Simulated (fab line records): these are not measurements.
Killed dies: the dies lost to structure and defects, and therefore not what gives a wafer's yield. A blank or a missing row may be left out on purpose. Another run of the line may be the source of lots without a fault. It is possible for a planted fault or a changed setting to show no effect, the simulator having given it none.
fab line records	flow nand_harc
[record] lots = 24	wafers = 72	last_day = 34
route steps=1302 shown P_GATE@132 P_CONTACT@238 P_M0@264
lots untouched by any fault: they come from a run of this same line in which no faults occurred
start_h: the number of hours between the record's first day and the start of the first shown wafer of the lot	wait_h: how many hours have passed since the lot's step before this one	" the same as in the row above	L1.1+2: a single row standing in for several wafers	- value missing, or start not given	* or withheld: withheld	< > ~ a bound
route shown NAME@n: NAME is a module with steps in the file, n the number in the route of the first one	usual: mean/standard deviation of fault-free wafers	same: alike in all rows	chamber/n: place in a boat	sites: the reading at each site	_std_site: standard deviation of those values	_edge_site: inner sites' mean taken away from outer sites' mean	radius_mm: how far each site lies from the wafer's centre	mask NAME#n: copy n	behind: the tool/chamber that last shaped the wafer	hold: what put the lot on hold/how long, in hours/how the hold closed	device: names the non-switching transistor (n, p or np)	end of line: the route-end tests of the same wafers	where a step has no rows: the recipe by itself	killed: not the wafer's yield, but the dies lost to structure and defects at the first sort	map: a wafer's dies, x killed, . not, _ none there
set.NAME: the setting the step ran with; set.NAME@STEP: the setting that earlier step ran with	model.NAME: the simulator's own value behind a step, which no gauge read
steps of the route over a sample of lots; a table a step, a row a wafer
services: the hour from which a tool's chamber was out of use, counted from the record's first day as start_h (under 0 if before that day), plus the number of hours and why
[[steps]]
[step NHARC_P_GATE_DEP_103]
[recipe] target_thk_a = 300	target_thk_nm = 30	temp_c = 400	flow_sccm = 200	rf_w = 350	material = SiON
[usual] heater_power_w = 755/86
lot.wafer	tool	chamber	start_h	wait_h	heater_power_w
L074.2	pecvd-03	1	93.98	0.5	871
L074.4	"	2	"	"	779
L074.5	"	0	"	"	682
L075.2	pecvd-03	0	107.28	0.5	700
L075.3	"	1	"	"	720
L075.5	"	1	"	"	705
L076.1	pecvd-02	2	115.94	0.6	771
L076.2	"	1	"	"	605
L076.4	"	2	"	"	754
L077.2	pecvd-03	0	126.64	0.5	605
L077.6	"	0	"	"	611
L077.4	"	1	"	"	790
L078.3	pecvd-03	1	140.00	0.3	709
L078.2	"	2	"	"	849
L078.6	"	0	"	"	686
L079.2	pecvd-03	1	152.78	0.5	843
L079.6	"	2	"	"	840
L079.4	"	0	"	"	655
L080.3	pecvd-02	1	157.48	0.4	695
L080.4	"	0	"	"	912
L080.6	"	1	"	"	690
L081.1	pecvd-04	2	167.55	0.6	747
L081.6	"	2	"	"	747
L081.5	"	0	"	"	719
L082.2	pecvd-04	0	183.51	0.5	675
L082.6	"	2	"	"	688
L082.5	"	0	"	"	701
L083.1	pecvd-04	1	193.52	0.6	831
L083.6	"	1	"	"	833
L083.4	"	2	"	"	752
L084.4	pecvd-02	1	203.18	0.3	613
L084.6	"	2	"	"	814
L084.5	"	0	"	"	838
L085.3	pecvd-02	1	207.10	0.4	588
L085.2	"	2	"	"	682
L085.5	"	2	"	"	657
L086.3	pecvd-02	1	215.10	0.3	652
L086.2	"	2	"	"	734
L086.6	"	2	"	"	721
L087.3	pecvd-03	2	224.88	0.4	903
L087.6	"	1	"	"	827
L087.5	"	0	"	"	685
L088.3	pecvd-02	2	241.62	0.4	692
L088.4	"	1	"	"	695
L088.6	"	2	"	"	682
L089.2	pecvd-04	2	247.49	0.5	753
L089.3	"	0	"	"	663
L089.6	"	0	"	"	669
L090.1	pecvd-04	1	259.06	0.6	861
L090.2	"	2	"	"	681
L090.6	"	1	"	"	903
L091.2	pecvd-03	1	270.31	0.4	845
L091.3	"	2	"	"	876
L091.6	"	0	"	"	724
L092.2	pecvd-02	2	275.06	0.9	730
L092.1	"	0	"	"	788
L092.6	"	0	"	"	796
L093.3	pecvd-04	1	286.19	0.3	866
L093.2	"	2	"	"	691
L093.4	"	1	"	"	883
L095.1	pecvd-03	2	304.42	0.6	766
L095.2	"	0	"	"	626
L095.5	"	0	"	"	617
L094.1	pecvd-04	1	305.44	1.0	865
L094.2	"	0	"	"	632
L094.5	"	0	"	"	639
L096.1	pecvd-03	1	319.67	0.6	723
L096.3	"	2	"	"	805
L096.4	"	1	"	"	713
L097.2	pecvd-03	2	335.75	0.5	861
L097.6	"	0	"	"	731
L097.5	"	2	"	"	875
[step NHARC_P_GATE_ETCH_114]
[recipe] target_depth_a = 300	overetch_a = 30	time_s = 16.5	ion_energy_ev = 100	cf4_flow_sccm = 80	o2_flow_sccm = 20	ar_flow_sccm = 0	rf_w = 300	bias_w = 100	chemistry = CF4/O2
[usual] drypump_motor_current_A = 5.5/0.34	o2_flow_sccm = 20.00/0.069	oes_product_au = 1.006/0.0099	rf_vpp_V = 198.1/1.4	showerhead_plenum_p_Torr = 1.35/0.053	throttle_valve_pct = 13.398/0.0086
lot.wafer	tool	chamber	start_h	wait_h	drypump_motor_current_A	o2_flow_sccm	oes_product_au	rf_hours_counter_h	rf_vpp_V	showerhead_plenum_p_Torr	throttle_valve_pct
L074.4	rie_diel-01	1	-	-	5.3	20.12	1.007	2.5	199.6	1.32	13.408
L074.2	"	0	"	"	5.0	19.99	1.001	2.6	198.3	1.37	13.393
L074.5	"	2	"	"	5.8	19.90	1.015	-	199.4	1.40	13.404
L075.2	rie_diel-08	1	-	-	5.1	20.05	1.020	4.7	197.1	1.30	13.399
L075.3	"	2	"	"	5.3	19.92	1.004	4.4	199.2	1.38	13.387
L075.5	"	1	"	"	5.1	19.99	1.018	-	197.8	1.30	13.396
L076.1	rie_diel-08	3	-	-	6.0	19.98	1.024	4.4	200.1	1.42	13.388
L076.2	"	0	"	"	5.5	20.05	0.992	4.6	195.8	1.25	13.407
L076.4	"	1	"	"	5.1	19.96	1.016	4.9	196.7	1.30	13.403
L077.4	rie_diel-03	0	-	-	5.5	20.05	1.003	0.7	198.0	1.30	13.411
L077.2	"	2	"	"	6.0	20.11	1.005	1.1	200.3	1.44	13.396
L077.6	"	0	"	"	5.5	20.04	0.996	-	194.7	1.30	13.392
L078.3	rie_diel-08	1	-	-	5.1	20.05	1.015	5.3	198.6	1.30	13.392
L078.2	"	2	"	"	5.3	20.09	1.001	4.9	198.5	1.38	13.400
L078.6	"	3	"	"	6.1	20.12	1.014	-	200.9	1.42	13.403
L079.2	rie_diel-03	3	-	-	5.7	19.88	1.001	1.9	197.5	1.32	13.416
L079.4	"	1	"	"	6.0	20.04	0.977	-	199.8	1.40	13.397
L079.6	"	2	"	"	6.0	20.05	1.009	-	200.4	1.44	13.419
L080.3	rie_diel-03	1	-	-	5.9	19.97	0.987	1.4	197.4	1.40	13.388
L080.6	"	3	"	"	5.7	19.92	1.009	-	197.7	1.32	13.412
L080.4	"	1	"	"	6.0	19.99	0.982	-	197.9	1.40	13.392
L081.1	rie_diel-01	0	-	-	5.0	20.03	1.011	6.2	198.9	1.37	13.388
L081.6	"	2	"	"	5.9	19.96	1.028	-	198.2	1.40	13.401
L081.5	"	3	"	"	5.6	20.12	1.008	-	198.1	1.32	13.394
L082.2	rie_diel-01	0	-	-	5.0	19.95	0.993	6.4	197.6	1.37	13.389
L082.5	"	3	"	"	5.6	20.10	1.003	-	196.7	1.32	13.398
L082.6	"	0	"	"	5.0	19.93	1.009	-	199.7	1.37	13.402
L083.4	rie_diel-01	1	-	-	5.3	20.09	1.024	7.5	197.2	1.32	13.398
L083.1	"	0	"	"	5.0	19.86	1.011	6.7	199.4	1.37	13.405
L083.6	"	2	"	"	5.8	19.97	1.025	-	200.3	1.40	13.406
L084.4	rie_diel-08	0	-	-	5.5	19.91	1.010	0.1	195.2	1.25	13.404
L084.6	"	3	"	"	6.0	20.10	1.000	-	199.0	1.42	13.405
L084.5	"	0	"	"	5.5	19.91	1.008	-	196.7	1.25	13.404
L085.3	rie_diel-08	2	-	-	5.3	19.98	1.001	1.2	199.1	1.38	13.410
L085.2	"	0	"	"	5.5	19.92	1.005	0.6	196.4	1.25	13.406
L085.5	"	2	"	"	5.3	19.95	1.002	-	200.3	1.38	13.396
L086.3	rie_diel-01	3	-	-	5.6	20.02	1.011	0.5	199.7	1.32	13.398
L086.2	"	0	"	"	5.0	19.95	1.002	0.5	197.1	1.37	13.403
L086.6	"	3	"	"	5.6	19.96	1.009	-	198.4	1.32	13.401
L087.3	rie_diel-01	1	-	-	5.3	20.02	1.005	1.2	196.9	1.32	13.394
L087.6	"	1	"	"	5.3	19.96	1.010	-	196.1	1.32	13.397
L087.5	"	2	"	"	5.9	20.06	1.003	-	200.7	1.40	13.405
L088.3	rie_diel-01	0	-	-	5.0	19.99	0.997	1.1	199.3	1.37	13.402
L088.4	"	3	"	"	5.6	20.06	1.011	1.3	197.6	1.32	13.407
L088.6	"	0	"	"	5.0	20.08	1.001	-	199.3	1.37	13.401
L089.3	rie_diel-01	0	-	-	5.0	20.02	1.006	1.3	197.2	1.37	13.395
L089.2	"	2	"	"	5.8	19.98	1.018	1.8	198.8	1.40	13.405
L089.6	"	0	"	"	5.0	20.06	1.006	-	197.4	1.37	13.401
L090.1	rie_diel-08	0	-	-	5.5	19.99	1.018	3.6	195.8	1.25	13.387
L090.2	"	2	"	"	5.3	19.99	1.009	5.0	197.8	1.38	13.404
L090.6	"	3	"	"	6.0	19.94	1.008	-	199.3	1.41	13.403
L091.3	rie_diel-03	0	-	-	5.5	19.98	1.000	5.0	197.1	1.29	13.395
L091.2	"	2	"	"	6.0	20.05	1.007	9.1	200.4	1.44	13.394
L091.6	"	0	"	"	5.5	19.93	1.005	-	196.2	1.29	13.384
L092.1	rie_diel-01	2	-	-	5.8	20.00	1.009	3.2	200.3	1.40	13.400
L092.2	"	0	"	"	5.0	20.00	1.025	3.0	199.0	1.37	13.403
L092.6	"	2	"	"	5.8	20.06	1.010	-	198.7	1.40	13.408
L093.3	rie_diel-01	1	-	-	5.3	20.04	1.007	3.5	197.0	1.32	13.402
L093.4	"	2	"	"	5.8	19.98	1.004	3.7	200.4	1.40	13.407
L093.2	"	3	"	"	5.6	20.09	1.000	3.6	198.1	1.32	13.392
L095.1	rie_diel-08	1	-	-	5.0	20.10	1.010	8.7	197.8	1.30	13.387
L095.2	"	2	"	"	5.3	19.91	1.006	8.9	198.7	1.38	13.407
L095.5	"	0	"	"	5.5	19.93	1.010	-	195.6	1.25	13.394
L094.2	rie_diel-01	2	-	-	5.8	20.04	1.009	4.5	198.2	1.40	13.404
L094.1	"	0	"	"	5.0	20.08	1.015	4.4	197.8	1.37	13.413
L094.5	"	1	"	"	5.2	20.04	1.013	-	196.6	1.32	13.380
L096.3	rie_diel-03	0	-	-	5.5	19.96	0.988	1.3	196.9	1.29	13.395
L096.1	"	1	"	"	6.0	19.93	0.995	1.3	199.3	1.39	13.392
L096.4	"	2	"	"	6.0	20.12	0.997	1.7	199.3	1.44	13.403
L097.2	rie_diel-08	3	-	-	6.0	20.09	1.005	9.2	198.8	1.41	13.389
L097.6	"	1	"	"	5.1	19.89	1.002	-	195.7	1.30	13.384
L097.5	"	2	"	"	5.3	19.94	1.008	-	198.5	1.38	13.399
[step NHARC_P_GATE_DESCUM_48]
[recipe] time_s = 3	o2_flow_sccm = 200	ar_flow_sccm = 0	bias_power_w = 0	chemistry = O2
[usual] drypump_motor_current_A = 5.5/0.35	o2_flow_sccm = 200.0/0.6	oes_product_au = 1.005/0.0089	rf_vpp_V = 57.9/0.96	showerhead_plenum_p_Torr = 1.94/0.081	throttle_valve_pct = 11.312/0.0091
lot.wafer	tool	chamber	start_h	wait_h	drypump_motor_current_A	o2_flow_sccm	oes_product_au	rf_hours_counter_h	rf_vpp_V	showerhead_plenum_p_Torr	throttle_valve_pct
L074.4	rie_diel-08	2	106.59	-	5.3	200.6	1.009	4.4	57.9	1.98	11.304
L074.2	"	0	"	"	5.5	199.8	1.010	4.3	57.4	1.79	11.322
L074.5	"	2	"	"	5.3	200.4	1.015	-	59.2	1.98	11.298
L075.3	rie_diel-08	2	119.98	-	5.3	200.3	1.004	4.7	57.1	1.98	11.308
L075.2	"	3	"	"	6.1	199.3	1.024	4.4	58.6	2.03	11.305
L075.5	"	0	"	"	5.5	199.4	0.997	-	55.0	1.79	11.308
L076.2	rie_diel-01	3	131.00	-	5.6	200.0	1.002	4.3	56.6	1.90	11.320
L076.4	"	0	"	"	5.0	199.7	1.004	4.6	59.9	1.97	11.301
L076.1	"	1	"	"	5.3	200.3	1.006	4.7	58.0	1.89	11.328
L077.4	rie_diel-08	2	139.29	-	5.3	200.5	0.993	4.9	57.6	1.98	11.295
L077.2	"	1	"	"	5.1	199.9	1.013	5.2	58.0	1.86	11.322
L077.6	"	2	"	"	5.3	200.0	1.005	-	59.1	1.98	11.310
L078.3	rie_diel-01	0	152.76	-	5.0	200.6	1.008	5.4	58.8	1.97	11.321
L078.2	"	1	"	"	5.3	199.6	1.004	6.3	58.2	1.89	11.310
L078.6	"	0	"	"	5.0	200.8	1.011	-	59.2	1.97	11.303
L079.2	rie_diel-03	3	165.52	-	5.6	200.1	0.996	3.1	58.9	1.90	11.323
L079.4	"	2	"	"	6.1	200.7	1.007	-	57.8	2.06	11.311
L079.6	"	3	"	"	5.7	200.6	0.999	-	57.9	1.89	11.302
L080.4	rie_diel-08	1	170.29	-	5.1	200.6	1.009	7.4	56.8	1.86	11.294
L080.3	"	2	"	"	5.3	200.0	0.999	7.4	57.7	1.98	11.309
L080.6	"	1	"	"	5.1	201.2	1.007	-	57.0	1.86	11.309
L081.1	rie_diel-08	0	180.34	-	5.5	200.1	1.000	7.3	58.5	1.79	11.317
L081.5	"	0	"	"	5.5	199.4	1.005	-	57.5	1.79	11.308
L081.6	"	3	"	"	6.0	199.6	1.010	-	59.9	2.03	11.307
L082.2	rie_diel-03	3	196.18	-	5.7	200.2	0.999	5.8	58.2	1.89	11.313
L082.5	"	3	"	"	5.7	200.9	1.000	-	57.2	1.89	11.324
L082.6	"	0	"	"	5.5	200.3	0.996	-	57.3	1.85	11.323
L083.1	rie_diel-03	2	206.25	-	6.0	199.4	1.016	5.7	57.5	2.06	11.305
L083.4	"	3	"	"	5.7	200.9	1.001	5.9	58.0	1.89	11.312
L083.6	"	1	"	"	6.0	199.2	0.996	-	58.6	2.00	11.323
L085.3	rie_diel-03	2	219.90	-	6.0	199.0	0.995	6.9	59.4	2.06	11.314
L085.2	"	3	"	"	5.7	200.1	0.987	7.1	57.7	1.89	11.325
L085.5	"	1	"	"	6.0	199.6	0.984	-	58.6	2.00	11.310
L084.4	rie_diel-01	2	222.10	-	5.9	198.5	1.002	1.2	58.1	2.01	11.317
L084.5	"	1	"	"	5.3	201.2	1.010	-	58.2	1.89	11.320
L084.6	"	2	"	"	5.9	199.5	1.005	-	59.0	2.01	11.318
L086.3	rie_diel-08	2	227.94	-	5.3	199.4	1.013	3.1	57.6	1.98	11.303
L086.2	"	3	"	"	6.0	199.6	1.001	2.1	59.2	2.03	11.322
L086.6	"	2	"	"	5.3	200.7	1.002	-	57.4	1.98	11.291
L087.3	rie_diel-01	2	237.63	-	5.9	200.1	1.007	1.6	58.6	2.01	11.294
L087.5	"	3	"	"	5.6	200.4	1.002	-	58.9	1.89	11.324
L087.6	"	0	"	"	5.0	201.3	0.996	-	57.6	1.97	11.297
L088.3	rie_diel-08	0	254.38	-	5.5	200.3	1.019	3.5	57.9	1.79	11.315
L088.4	"	1	"	"	5.1	199.2	1.006	4.7	58.0	1.86	11.319
L088.6	"	0	"	"	5.5	199.0	1.010	-	56.5	1.79	11.306
L089.2	rie_diel-08	0	260.18	-	5.5	198.8	1.013	3.6	57.4	1.79	11.302
L089.3	"	2	"	"	5.3	199.9	1.007	5.0	57.7	1.98	11.317
L089.6	"	0	"	"	5.5	199.6	1.018	-	59.5	1.79	11.317
L090.2	rie_diel-01	3	271.89	-	5.6	200.7	1.006	3.0	58.8	1.89	11.305
L090.1	"	2	"	"	5.8	200.4	1.007	3.1	57.9	2.00	11.317
L090.6	"	0	"	"	5.0	200.4	1.002	-	58.8	1.97	11.316
L091.3	rie_diel-01	3	283.16	-	5.6	200.5	0.991	3.4	58.6	1.89	11.312
L091.2	"	1	"	"	5.3	200.6	1.006	3.3	57.2	1.89	11.313
L091.6	"	3	"	"	5.6	200.0	0.996	-	57.0	1.89	11.295
L092.1	rie_diel-01	2	288.25	-	5.8	200.1	1.006	3.7	58.4	2.00	11.311
L092.2	"	0	"	"	5.0	199.8	1.016	3.4	59.7	1.96	11.315
L092.6	"	2	"	"	5.8	199.9	1.010	-	58.9	2.00	11.294
L093.4	rie_diel-08	1	299.15	-	5.1	200.0	1.021	8.6	58.4	1.86	11.304
L093.3	"	3	"	"	6.0	200.1	0.994	5.6	56.9	2.03	11.299
L093.2	"	0	"	"	5.5	199.7	1.017	6.9	57.3	1.79	11.315
L095.1	rie_diel-08	1	317.00	-	5.1	199.9	1.003	10.4	56.7	1.86	11.302
L095.2	"	2	"	"	5.3	200.3	1.005	10.2	58.5	1.98	11.325
L095.5	"	1	"	"	5.1	200.1	1.009	-	59.5	1.85	11.317
L094.1	rie_diel-08	3	318.31	-	6.0	200.8	0.986	7.4	59.1	2.03	11.317
L094.2	"	0	"	"	5.5	200.1	1.000	9.2	55.7	1.79	11.314
L094.5	"	2	"	"	5.3	199.7	1.005	-	57.0	1.98	11.315
L096.3	rie_diel-08	1	332.18	-	5.1	201.3	1.014	11.5	57.8	1.85	11.294
L096.4	"	2	"	"	5.3	199.5	1.005	11.4	58.3	1.98	11.306
L096.1	"	3	"	"	6.0	199.5	0.986	9.0	57.9	2.03	11.315
L097.2	rie_diel-01	3	348.34	-	5.6	198.9	0.996	6.0	57.6	1.89	11.310
L097.5	"	0	"	"	5.0	199.6	1.007	-	58.3	1.96	11.320
L097.6	"	1	"	"	5.3	200.6	1.015	-	55.9	1.89	11.309
[step NHARC_P_GATE_CD_MEAS_59]
[recipe] target_cd_nm = 720	landing_energy_ev = 500
[usual] cd_nm = 719.9/1.9
[same] landing_energy_ev = 500
lot.wafer	tool	chamber	start_h	wait_h	cd_nm
L074.2	cd_sem-01	0	108.18	-	720.7
L074.4	"	0	"	"	717.8
L074.5	"	0	"	"	717.6
L075.2	cd_sem-02	0	121.43	-	719.3
L075.3	"	0	"	"	718.8
L075.5	"	0	"	"	720.0
L076.1	cd_sem-02	0	132.46	-	716.1
L076.2	"	0	"	"	719.8
L076.4	"	0	"	"	718.8
L077.2	cd_sem-03	0	140.77	-	721.9
L077.4	"	0	"	"	722.7
L077.6	"	0	"	"	721.9
L078.2	cd_sem-02	0	154.67	-	719.1
L078.3	"	0	"	"	715.6
L078.6	"	0	"	"	718.5
L079.2	cd_sem-02	0	166.98	-	720.9
L079.4	"	0	"	"	720.0
L079.6	"	0	"	"	718.4
L080.3	cd_sem-02	0	171.86	-	720.9
L080.4	"	0	"	"	721.2
L080.6	"	0	"	"	720.3
L081.1	cd_sem-03	0	181.95	-	719.1
L081.5	"	0	"	"	721.4
L081.6	"	0	"	"	720.2
L082.2	cd_sem-03	0	197.78	-	721.5
L082.5	"	0	"	"	721.6
L082.6	"	0	"	"	723.5
L083.1	cd_sem-02	0	207.70	-	718.3
L083.4	"	0	"	"	719.7
L083.6	"	0	"	"	720.0
L085.2	cd_sem-01	0	221.47	-	721.1
L085.3	"	0	"	"	721.0
L085.5	"	0	"	"	721.9
L084.4	cd_sem-03	0	223.85	-	717.6
L084.5	"	0	"	"	717.0
L084.6	"	0	"	"	723.0
L086.2	cd_sem-03	0	229.52	-	723.2
L086.3	"	0	"	"	721.4
L086.6	"	0	"	"	723.4
L087.3	cd_sem-03	0	239.19	-	716.8
L087.5	"	0	"	"	721.7
L087.6	"	0	"	"	721.5
L088.3	cd_sem-02	0	255.83	-	722.5
L088.4	"	0	"	"	719.8
L088.6	"	0	"	"	719.2
L089.2	cd_sem-02	0	261.76	-	716.8
L089.3	"	0	"	"	722.2
L089.6	"	0	"	"	719.7
L090.1	cd_sem-01	0	273.37	-	718.0
L090.2	"	0	"	"	717.5
L090.6	"	0	"	"	717.3
L091.2	cd_sem-01	0	284.82	-	722.4
L091.3	"	0	"	"	721.9
L091.6	"	0	"	"	720.9
L092.1	cd_sem-03	0	289.72	-	723.2
L092.2	"	0	"	"	721.9
L092.6	"	0	"	"	721.2
L093.2	cd_sem-02	0	300.74	-	719.2
L093.3	"	0	"	"	716.6
L093.4	"	0	"	"	721.0
L095.1	cd_sem-01	0	318.59	-	720.4
L095.2	"	0	"	"	722.2
L095.5	"	0	"	"	719.7
L094.1	cd_sem-03	0	319.77	-	718.7
L094.2	"	0	"	"	717.9
L094.5	"	0	"	"	723.1
L096.1	cd_sem-02	0	333.78	-	716.3
L096.3	"	0	"	"	716.5
L096.4	"	0	"	"	720.1
L097.2	cd_sem-02	0	349.90	-	716.4
L097.5	"	0	"	"	717.6
L097.6	"	0	"	"	719.6
[step NHARC_P_CONTACT_ETCH_18]
[recipe] target_depth_a = 4810	time_s = 240.5	c4f8_flow_sccm = 20	o2_flow_sccm = 10	ar_flow_sccm = withheld	rf_w = 600	bias_w = 1500	chemistry = C4F8/O2/Ar
[usual] oes_product_au = 0.957/0.019	rf_vpp_V = 980/5
lot.wafer	tool	chamber	start_h	wait_h	oes_product_au	rf_hours_counter_h	rf_vpp_V
L074.4	rie_diel-09	1	-	-	0.971	5.3	981
L074.2	"	2	"	"	0.951	5.0	970
L074.5	"	3	"	"	0.949	-	981
L075.2	rie_diel-09	3	-	-	0.948	5.4	981
L075.3	"	2	"	"	0.945	5.4	970
L075.5	"	0	"	"	0.976	-	978
L076.4	rie_diel-12	3	-	-	0.955	2.7	982
L076.2	"	0	"	"	0.968	2.5	983
L076.1	"	2	"	"	0.947	2.4	980
L077.2	rie_diel-12	0	-	-	0.946	2.9	982
L077.4	"	1	"	"	0.959	2.7	978
L077.6	"	0	"	"	0.941	-	983
L078.2	rie_diel-05	2	-	-	0.920	2.2	986
L078.3	"	0	"	"	0.916	2.2	971
L078.6	"	2	"	"	0.929	-	987
L079.2	rie_diel-05	2	-	-	0.968	2.8	987
L079.6	"	3	"	"	0.967	-	989
L079.4	"	0	"	"	0.963	-	970
L080.3	rie_diel-09	2	-	-	0.910	0.6	969
L080.4	"	3	"	"	0.907	0.8	980
L080.6	"	2	"	"	0.919	-	970
L081.1	rie_diel-12	2	-	-	0.948	5.1	980
L081.5	"	2	"	"	0.946	-	981
L081.6	"	3	"	"	0.974	-	982
L082.2	rie_diel-12	1	-	-	0.924	6.4	978
L082.6	"	3	"	"	0.927	-	983
L082.5	"	0	"	"	0.902	-	984
L083.1	rie_diel-05	2	-	-	0.965	4.2	986
L083.4	"	3	"	"	0.964	4.2	990
L083.6	"	2	"	"	0.959	-	986
L085.3	rie_diel-05	2	-	-	0.984	4.6	987
L085.2	"	3	"	"	0.968	4.7	989
L085.5	"	1	"	"	0.987	-	979
L084.4	rie_diel-09	1	-	-	0.953	1.8	981
L084.6	"	0	"	"	0.948	-	979
L084.5	"	1	"	"	0.971	-	981
L086.3	rie_diel-05	0	-	-	0.963	0.2	971
L086.2	"	3	"	"	0.970	0.2	988
L086.6	"	1	"	"	0.995	-	980
L087.3	rie_diel-09	2	-	-	0.945	1.9	970
L087.5	"	0	"	"	0.980	-	977
L087.6	"	1	"	"	0.967	-	980
L088.3	rie_diel-09	1	-	-	0.989	2.9	981
L088.4	"	0	"	"	0.968	3.1	977
L088.6	"	1	"	"	0.990	-	981
L089.3	rie_diel-09	0	-	-	0.980	3.7	979
L089.2	"	2	"	"	0.965	2.9	969
L089.6	"	0	"	"	0.979	-	977
L090.2	rie_diel-09	0	-	-	0.923	4.2	978
L090.1	"	1	"	"	0.924	4.0	982
L090.6	"	1	"	"	0.936	-	982
L091.3	rie_diel-09	0	-	-	0.972	4.8	978
L091.2	"	1	"	"	0.966	4.5	979
L091.6	"	3	"	"	0.950	-	979
L092.1	rie_diel-09	1	-	-	0.971	5.2	981
L092.2	"	3	"	"	0.961	5.1	980
L092.6	"	0	"	"	0.968	-	978
L093.4	rie_diel-12	2	-	-	0.946	1.5	980
L093.3	"	3	"	"	0.950	1.6	982
L093.2	"	1	"	"	0.958	1.8	979
L095.2	rie_diel-12	3	-	-	0.973	3.0	981
L095.1	"	1	"	"	0.978	3.1	978
L095.5	"	0	"	"	0.952	-	983
L094.2	rie_diel-09	3	-	-	0.956	0.3	981
L094.1	"	1	"	"	0.974	0.3	980
L094.5	"	1	"	"	0.971	-	981
L096.1	rie_diel-05	3	-	-	0.934	0.8	989
L096.3	"	0	"	"	0.958	1.0	973
L096.4	"	2	"	"	0.937	1.0	985
L097.2	rie_diel-05	3	-	-	0.986	1.6	989
L097.6	"	0	"	"	0.984	-	972
L097.5	"	1	"	"	0.968	-	980
[step NHARC_P_M0_OVL_MEAS_10]
[recipe] pitch_nm = 180
[usual] overlay_x_nm = 0.1/0.91	overlay_y_nm = 0.0/0.79
lot.wafer	tool	chamber	start_h	wait_h	overlay_x_nm	overlay_y_nm
L074.2	overlay-02	-	118.72	-	0.5	0.4
L074.4	"	-	"	"	0.2	0.7
L074.5	"	-	"	"	-0.3	0.9
L075.2	overlay-01	-	132.23	-	-0.9	0.5
L075.3	"	-	"	"	-0.7	-0.1
L075.5	"	-	"	"	-1.1	0.2
L076.1	overlay-01	-	143.33	-	0.0	0.9
L076.2	"	-	"	"	0.0	0.9
L076.4	"	-	"	"	0.2	0.6
L077.2	overlay-02	-	151.42	-	-0.9	1.3
L077.4	"	-	"	"	-1.1	0.6
L077.6	"	-	"	"	-1.4	0.9
L078.2	overlay-02	-	165.33	-	0.5	1.0
L078.3	"	-	"	"	0.3	0.7
L078.6	"	-	"	"	0.5	0.5
L079.2	overlay-01	-	178.40	-	1.1	-0.4
L079.4	"	-	"	"	1.1	0.0
L079.6	"	-	"	"	1.4	0.5
L080.3	overlay-02	-	182.68	-	1.0	-0.5
L080.4	"	-	"	"	1.9	-0.2
L080.6	"	-	"	"	1.5	-0.1
L081.1	overlay-02	-	192.53	-	-0.8	-0.8
L081.5	"	-	"	"	-0.8	-0.7
L081.6	"	-	"	"	-0.8	-0.7
L082.2	overlay-02	-	208.06	-	-1.0	0.6
L082.5	"	-	"	"	0.1	0.6
L082.6	"	-	"	"	-0.6	1.1
L083.1	overlay-01	-	218.08	-	-0.6	-0.9
L083.4	"	-	"	"	-0.2	-1.0
L083.6	"	-	"	"	-0.6	-0.9
L085.2	overlay-01	-	232.12	-	0.5	0.5
L085.3	"	-	"	"	0.4	1.0
L085.5	"	-	"	"	0.9	0.8
L084.4	overlay-02	-	234.41	-	0.8	-0.6
L084.5	"	-	"	"	0.6	-0.5
L084.6	"	-	"	"	0.6	-0.7
L086.2	overlay-02	-	243.27	-	0.2	0.5
L086.3	"	-	"	"	0.1	0.8
L086.6	"	-	"	"	-0.1	0.0
L087.3	overlay-01	-	249.73	-	-0.3	0.9
L087.5	"	-	"	"	0.0	0.9
L087.6	"	-	"	"	0.0	1.2
L088.3	overlay-01	-	266.54	-	0.5	-0.9
L088.4	"	-	"	"	-0.1	-0.7
L088.6	"	-	"	"	0.3	-0.7
L089.2	overlay-01	-	272.40	-	1.1	-0.3
L089.3	"	-	"	"	1.1	-1.0
L089.6	"	-	"	"	0.4	-0.6
L090.1	overlay-02	-	284.23	-	-1.9	-0.7
L090.2	"	-	"	"	-1.8	-0.1
L090.6	"	-	"	"	-1.8	-0.7
L091.2	overlay-01	-	295.65	-	-0.1	0.2
L091.3	"	-	"	"	-0.2	-0.3
L091.6	"	-	"	"	0.3	-0.3
L092.1	overlay-02	-	300.53	-	0.7	-0.2
L092.2	"	-	"	"	0.9	0.1
L092.6	"	-	"	"	0.4	0.0
L093.2	overlay-02	-	311.32	-	1.9	-0.3
L093.3	"	-	"	"	2.6	-0.5
L093.4	"	-	"	"	2.2	-0.1
L095.1	overlay-01	-	329.58	-	-0.5	0.4
L095.2	"	-	"	"	-0.2	-0.4
L095.5	"	-	"	"	-0.7	-0.1
L094.1	overlay-01	-	333.66	-	0.5	-1.1
L094.2	"	-	"	"	0.4	-1.2
L094.5	"	-	"	"	-0.3	-1.8
L096.1	overlay-01	-	344.54	-	-0.5	1.0
L096.3	"	-	"	"	-0.6	1.6
L096.4	"	-	"	"	-0.8	0.8
L097.2	overlay-01	-	360.47	-	0.5	-1.5
L097.5	"	-	"	"	0.5	-1.0
L097.6	"	-	"	"	0.3	-1.2
[[services]]
tool	chamber	start_h	hours	kind
rie_diel-09	3	76.18	3.1	repair
rie_diel-01	0	89.40	4.2	repair
rie_diel-09	-	110.45	0.4	repair
rie_diel-01	3	124.37	6.5	repair
rie_diel-01	0	131.77	10.1	repair
rie_diel-01	-	138.17	1.8	repair
rie_diel-09	-	143.10	9.0	pm
pecvd-03	0	143.86	5.2	repair
rie_diel-09	2	170.64	4.4	repair
rie_diel-08	1	178.56	8.2	repair
rie_diel-01	-	183.56	0.4	repair
pecvd-03	-	185.00	13.0	pm
rie_diel-08	-	190.80	9.0	pm
rie_diel-01	-	203.81	9.0	pm
pecvd-03	-	206.07	1.2	repair
pecvd-03	-	213.47	0.6	repair
rie_diel-08	-	244.33	0.6	repair
rie_diel-08	2	248.18	3.2	repair
rie_diel-08	3	266.12	7.6	repair
rie_diel-09	2	286.71	44.4	repair
rie_diel-08	0	295.68	2.3	repair
rie_diel-08	-	295.75	0.6	repair
pecvd-03	-	314.03	2.2	repair
rie_diel-09	-	320.10	9.0	pm
[[key]]
fault none
